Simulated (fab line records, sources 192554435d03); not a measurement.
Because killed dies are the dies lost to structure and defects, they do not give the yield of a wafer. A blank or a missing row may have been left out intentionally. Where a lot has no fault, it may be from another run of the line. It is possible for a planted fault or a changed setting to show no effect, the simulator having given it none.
Struck lot and sound lot, side by side    flow n5 finfet    25 steps out of a route of 1938
Sound: these wafers, L745.2, L745.3, L745.4. Struck: wafers L732.2, L732.3, L732.6. The cause is named last.
Order at every step that has rows: each side's tool, ch and its chambers, its first start. Under that, the readings that differ: sound wafers    struck wafers    difference of the means    sigmas: that difference in standard deviations of wafers without a fault.
alike: readings with means less than 2 such deviations apart, plus words and numbers identical on both sides. not compared: withheld readings, readings lacking a value on some wafer, bounds such as >300 that could conceal the same value, and numbers that have no deviation in the record and whose values overlap.
A row with sigmas, a row that says differs or no value, or rows on one side alone: a step with any of these is where the two part. When numbers do not overlap yet have no deviation, they are printed without sigmas and do not part them. A reading missing from all wafers of one side parts the sides only when that side holds two or more wafers.

first, 8 steps without rows for these wafers: N5_BEOL_M9_DEVELOP_10 (develop time 30 s); N5_BEOL_M9_DESCUM_16 (chemistry O2, time 7.9 s); N5_BEOL_M9_ETCH_61 (etches SiARC in CF4, target depth 39 nm, time 65 s); N5_BEOL_M9_ETCH_62 (etches SOC in N2/H2, target depth 110 nm, overetch 22 nm, time 165 s); N5_BEOL_M9_STRIP_68 (strips in N2/H2); N5_BEOL_M9_STRIP_67 (strips in CF4); N5_BEOL_M9_HM_OPEN_17 (chemistry Cl2/BCl3, target TiN, target depth 20 nm, overetch 6 nm); N5_BEOL_M9_STRIP_19 (strips in O2).
N5_BEOL_M9_COAT_63: time 60 s, resist thk 60 nm.
  sound on litho track-05 ch 0, day 15 12:11; struck on litho track-04 ch 0, day 12 22:52
reading                                   sound                 struck                difference  sigmas
spin speed rpm (rpm)                      1501.3 1500.0 1501.9  1586.3 1582.2 1582.8  +82.7       +83
model.SOC_of_BEOL_M9_COAT_63.thk nm (nm)  59.8 59.8 60          58.6 58.4 58.2        -1.5        
  alike: exhaust pa
then, 11 steps without rows for these wafers: N5_BEOL_M9_COAT_64 (time 60 s, resist thk 12 nm); N5_BEOL_M9_COAT_75 (time 60 s, resist thk 5 nm); N5_BEOL_M9_COAT_22 (resist thk 30 nm); N5_BEOL_M9_EBR_24; N5_BEOL_M9_SOFTBAKE_23 (time 60 s); N5_BEOL_M9_EXPOSE_25 (exposes mask V8); N5_BEOL_M9_PEB_26 (peb time 60 s); N5_BEOL_M9_DEVELOP_27 (develop time 30 s); N5_BEOL_M9_DESCUM_33 (chemistry O2, time 7 s); N5_BEOL_M9_ETCH_76 (etches underlayer in N2/H2, target depth 6.5 nm, time 5.2 s); N5_BEOL_M9_ETCH_65 (etches SiARC in CF4, target depth 15.6 nm, time 26 s).
N5_BEOL_M9_ETCH_66: etches SOC in N2/H2, target depth 80 nm, overetch 16 nm, time 120 s.
  sound on rie diel-05 ch 1,2,3, day 15 12:47; struck on rie diel-04 ch 0,2,3, day 12 23:23
reading                   sound              struck             difference  sigmas
model.etch.depth nm (nm)  59.77 59.78 59.98  58.55 58.39 58.27  -1.44       
  alike: drypump motor current A, oes product au, rf vpp V, showerhead plenum p Torr, throttle valve pct
  not compared: rf hours counter h
then, 2 steps without rows for these wafers: N5_BEOL_M9_STRIP_69 (strips in N2/H2); N5_BEOL_M9_STRIP_77 (strips in N2/H2).
N5_BEOL_M9_VIA_ETCH_34: etches SiCOH lowk in C4F6/O2, target depth 182.4 nm, time 68.4 s.
  sound on rie diel-05 ch 1,2,3, day 15 12:53; struck on rie diel-04 ch 0,2,3, day 12 23:29
reading                                   sound           struck          difference  sigmas
model.SOC_of_BEOL_M9_COAT_63.thk nm (nm)  50.6 50.6 51.2  49.6 49.6 49.2  -1.3        
  alike: drypump motor current A, oes_f_703_au, oes product au, rf vpp V, showerhead plenum p Torr, throttle valve pct
  not compared: rf hours counter h
then, 1 step without rows for these wafers: N5_BEOL_M9_STRIP_73 (strips in C4F6/O2).

## WHERE THEY PART
At N5_BEOL_M9_COAT_63 and nowhere else, as far as this record goes. Later steps at which nothing parts them and some readings are alike: N5_BEOL_M9_ETCH_66, N5_BEOL_M9_VIA_ETCH_34.

WHY: whatever the simulator had introduced
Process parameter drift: litho track-04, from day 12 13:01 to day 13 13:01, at N5_BEOL_M9_COAT_63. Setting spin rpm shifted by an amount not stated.
